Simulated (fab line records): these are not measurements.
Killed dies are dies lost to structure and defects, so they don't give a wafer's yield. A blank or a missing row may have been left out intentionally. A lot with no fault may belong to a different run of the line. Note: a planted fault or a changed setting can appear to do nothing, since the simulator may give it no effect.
Chamber matching :: flow n5Finfet :: N5_BEOL_M1_ETCH_74 on rieDiel-03: 4 sister chambers
The step etches underlayer in N2/H2, target depth 6.5 nm, time 5.2 s. 20 wafers are shown with their chamber, then 10 later ones without.

WAFERS WITH THEIR CHAMBER
wafer: L076.1
chamber: 0
showerheadPlenumPTorr (Torr): 2.53
drypumpMotorCurrentA (A): 6.27
throttleValvePct (%): 18.11

wafer: L076.3
chamber: 1
showerheadPlenumPTorr (Torr): 2.45
drypumpMotorCurrentA (A): 5.58
throttleValvePct (%): 18.16

wafer: L076.5
chamber: 2
showerheadPlenumPTorr (Torr): 2.64
drypumpMotorCurrentA (A): 5.72
throttleValvePct (%): 17.89

wafer: L078.1
chamber: 0
showerheadPlenumPTorr (Torr): 2.53
drypumpMotorCurrentA (A): 6.27
throttleValvePct (%): 18.14

wafer: L078.3
chamber: 3
showerheadPlenumPTorr (Torr): 2.40
drypumpMotorCurrentA (A): 5.77
throttleValvePct (%): 17.95

wafer: L078.5
chamber: 0
showerheadPlenumPTorr (Torr): 2.53
drypumpMotorCurrentA (A): 6.27
throttleValvePct (%): 18.15

wafer: L079.1
chamber: 2
showerheadPlenumPTorr (Torr): 2.64
drypumpMotorCurrentA (A): 5.70
throttleValvePct (%): 17.90

wafer: L079.2
chamber: 3
showerheadPlenumPTorr (Torr): 2.39
drypumpMotorCurrentA (A): 5.81
throttleValvePct (%): 17.95

wafer: L079.4
chamber: 1
showerheadPlenumPTorr (Torr): 2.45
drypumpMotorCurrentA (A): 5.57
throttleValvePct (%): 18.12

wafer: L080.2
chamber: 1
showerheadPlenumPTorr (Torr): 2.45
drypumpMotorCurrentA (A): 5.63
throttleValvePct (%): 18.14

wafer: L080.4
chamber: 3
showerheadPlenumPTorr (Torr): 2.39
drypumpMotorCurrentA (A): 5.80
throttleValvePct (%): 17.94

wafer: L080.5
chamber: 0
showerheadPlenumPTorr (Torr): 2.53
drypumpMotorCurrentA (A): 6.27
throttleValvePct (%): 18.13

wafer: L082.1
chamber: 1
showerheadPlenumPTorr (Torr): 2.44
drypumpMotorCurrentA (A): 5.62
throttleValvePct (%): 18.14

wafer: L082.4
chamber: 2
showerheadPlenumPTorr (Torr): 2.63
drypumpMotorCurrentA (A): 5.70
throttleValvePct (%): 17.89

wafer: L082.6
chamber: 1
showerheadPlenumPTorr (Torr): 2.44
drypumpMotorCurrentA (A): 5.61
throttleValvePct (%): 18.19

wafer: L085.2
chamber: 0
showerheadPlenumPTorr (Torr): 2.53
drypumpMotorCurrentA (A): 6.27
throttleValvePct (%): 18.15

wafer: L085.3
chamber: 2
showerheadPlenumPTorr (Torr): 2.63
drypumpMotorCurrentA (A): 5.72
throttleValvePct (%): 17.92

wafer: L085.6
chamber: 1
showerheadPlenumPTorr (Torr): 2.44
drypumpMotorCurrentA (A): 5.62
throttleValvePct (%): 18.13

wafer: L086.3
chamber: 2
showerheadPlenumPTorr (Torr): 2.63
drypumpMotorCurrentA (A): 5.70
throttleValvePct (%): 17.92

wafer: L086.4
chamber: 1
showerheadPlenumPTorr (Torr): 2.44
drypumpMotorCurrentA (A): 5.59
throttleValvePct (%): 18.16

SIGNATURES (means of the wafers above)
reading: showerheadPlenumPTorr
chamber 0: 2.5300
chamber 1: 2.4443
chamber 2: 2.6340
chamber 3: 2.3933
scatter within a chamber: 0.00473

reading: drypumpMotorCurrentA
chamber 0: 6.2700
chamber 1: 5.6029
chamber 2: 5.7080
chamber 3: 5.7933
scatter within a chamber: 0.0168

reading: throttleValvePct
chamber 0: 18.1360
chamber 1: 18.1486
chamber 2: 17.9040
chamber 3: 17.9467
scatter within a chamber: 0.0184
Rule: for each reading, subtract the chamber's mean from the wafer's reading, divide by that reading's scatter and square the result; add these up over the readings and take the root, which gives the wafer's distance from the chamber. If the next closest chamber is less than 2 further off than the closest, the wafer can't be placed; otherwise it belongs to the closest. How the scatter is found: for the shown wafers, subtract from each reading the mean of its chamber, square and add these, divide the total by (wafers less chambers), then take the root.

WAFERS WHOSE CHAMBER IS MISSING
wafer: L086.6
showerheadPlenumPTorr (Torr): 2.63
drypumpMotorCurrentA (A): 5.76
throttleValvePct (%): 17.92

wafer: L088.3
showerheadPlenumPTorr (Torr): 2.52
drypumpMotorCurrentA (A): 6.31
throttleValvePct (%): 18.17

wafer: L088.4
showerheadPlenumPTorr (Torr): 2.44
drypumpMotorCurrentA (A): 5.59
throttleValvePct (%): 18.15

wafer: L088.6
showerheadPlenumPTorr (Torr): 2.71
drypumpMotorCurrentA (A): 5.80
throttleValvePct (%): 17.50

wafer: L093.1
showerheadPlenumPTorr (Torr): 2.62
drypumpMotorCurrentA (A): 5.70
throttleValvePct (%): 17.95

wafer: L093.3
showerheadPlenumPTorr (Torr): 2.52
drypumpMotorCurrentA (A): 6.29
throttleValvePct (%): 18.17

wafer: L093.4
showerheadPlenumPTorr (Torr): 2.71
drypumpMotorCurrentA (A): 5.79
throttleValvePct (%): 17.50

wafer: L096.1
showerheadPlenumPTorr (Torr): 2.52
drypumpMotorCurrentA (A): 6.27
throttleValvePct (%): 18.21

wafer: L096.4
showerheadPlenumPTorr (Torr): 2.70
drypumpMotorCurrentA (A): 5.80
throttleValvePct (%): 17.55

wafer: L096.5
showerheadPlenumPTorr (Torr): 2.70
drypumpMotorCurrentA (A): 5.78
throttleValvePct (%): 17.54

CHAMBER TAKEN BY EACH
wafer: L086.6
from the rows above: 2
in truth: 2

wafer: L088.3
from the rows above: 0
in truth: 0

wafer: L088.4
from the rows above: 1
in truth: 1

wafer: L088.6
from the rows above: 2
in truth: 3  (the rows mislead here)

wafer: L093.1
from the rows above: 2
in truth: 2

wafer: L093.3
from the rows above: 0
in truth: 0

wafer: L093.4
from the rows above: 2
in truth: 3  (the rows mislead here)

wafer: L096.1
from the rows above: 0
in truth: 0

wafer: L096.4
from the rows above: 2
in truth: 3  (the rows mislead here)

wafer: L096.5
from the rows above: 2
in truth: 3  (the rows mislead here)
Placed correctly: 6 of 10. From these rows, 0 cannot be placed. 4 placed wrongly.
